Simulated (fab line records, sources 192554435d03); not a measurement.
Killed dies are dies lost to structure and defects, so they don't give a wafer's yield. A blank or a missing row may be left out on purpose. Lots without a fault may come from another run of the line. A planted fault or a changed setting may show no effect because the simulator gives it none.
Chamber matching | flow n5_finfet | N5_BEOL_M3_DESCUM_33 on rie_diel-04: 4 sister chambers
The step chemistry O2, time 7 s. 4 wafers are shown with their chamber, then 12 later ones without.

WAFERS WITH THEIR CHAMBER
wafer  | chamber | throttle_valve_pct (%)
L083.1 | 1       | 20.17
L083.3 | 2       | 20.18
L088.3 | 0       | 20.72
L088.5 | 3       | 21.00

WAFERS WITHOUT THEIR CHAMBER
wafer  | throttle_valve_pct (%)
L090.1 | 20.73
L090.2 | 20.23
L090.3 | 20.21
L090.4 | 21.00
L090.5 | 20.73
L090.6 | 20.18
L093.1 | 21.03
L093.2 | 20.74
L093.3 | 20.20
L093.4 | 20.24
L093.5 | 21.00
L093.6 | 20.23

WHICH CHAMBER EACH WENT THROUGH
wafer  | from the rows above     | in truth
L090.1 | 0                       | 0
L090.2 | can't be placed: 2 or 1 | 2
L090.3 | can't be placed: 2 or 1 | 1
L090.4 | 3                       | 3
L090.5 | 0                       | 0
L090.6 | can't be placed: 2 or 1 | 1
L093.1 | 3                       | 3
L093.2 | 0                       | 0
L093.3 | can't be placed: 2 or 1 | 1
L093.4 | can't be placed: 2 or 1 | 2
L093.5 | 3                       | 3
L093.6 | can't be placed: 2 or 1 | 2
Placed correctly: 6 of 12. Can't be placed from these rows: 6 (the true chamber is among the candidates in 6). Placed wrongly: 0.
How it was worked out, from the rows above alone: a wafer's distance from a chamber is the root of the sum, over the readings, of the square of ((its reading less the chamber's mean) divided by the reading's scatter). The wafer belongs to the nearest chamber; if the next one is less than 2 further off, it can't be placed. A chamber's mean is the mean of its shown wafers. The scatter: with one shown wafer a chamber, the root of the mean of the squares of how far each hidden wafer lies from its nearest shown one.
